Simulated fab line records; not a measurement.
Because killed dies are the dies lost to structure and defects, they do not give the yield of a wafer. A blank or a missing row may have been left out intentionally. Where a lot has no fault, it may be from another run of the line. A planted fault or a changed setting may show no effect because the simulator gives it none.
Chamber matching	flow n5Finfet	4 sister chambers for N5_FIN_SAQP_MANDREL_ETCH_58 on rieSi-01
The step etches a-Si in HBr/Cl2, stops on SiNx, target depth 45 nm, bt time 10 s, time 27 s. 4 wafers are shown with their chamber, then 7 later ones without.

EACH WAFER AND ITS CHAMBER
wafer	chamber	throttleValvePct (%)
L079.5	1	35.62
L081.6	3	35.56
L087.3	0	35.94
L087.4	2	35.33

WAFERS MISSING THEIR CHAMBER
wafer	throttleValvePct (%)
L087.5	35.60
L092.1	35.65
L092.2	35.36
L092.3	35.60
L094.3	35.95
L094.5	35.94
L094.6	35.56

WHICH CHAMBER EACH ONE RAN IN
wafer	from the rows above	in truth
L087.5	can't be placed: 1 or 3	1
L092.1	1	1
L092.2	2	2
L092.3	can't be placed: 1 or 3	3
L094.3	0	0
L094.5	0	0
L094.6	3	3
Correctly placed: 5 of 7. Cannot be placed on the basis of these rows: 2; the candidates contain the true chamber in 2. Placed wrongly: 0.
How it was worked out, from the rows above alone: a wafer's distance from a chamber is the root of the sum, over the readings, of the square of ((its reading less the chamber's mean) divided by the reading's scatter). If the next closest chamber is less than 2 further off than the closest, the wafer can't be placed; otherwise it belongs to the closest. Each chamber's mean is taken over the wafers shown for it. The scatter (one wafer shown for each chamber): square how far every hidden wafer sits from the nearest shown wafer, average those squares and take the square root.
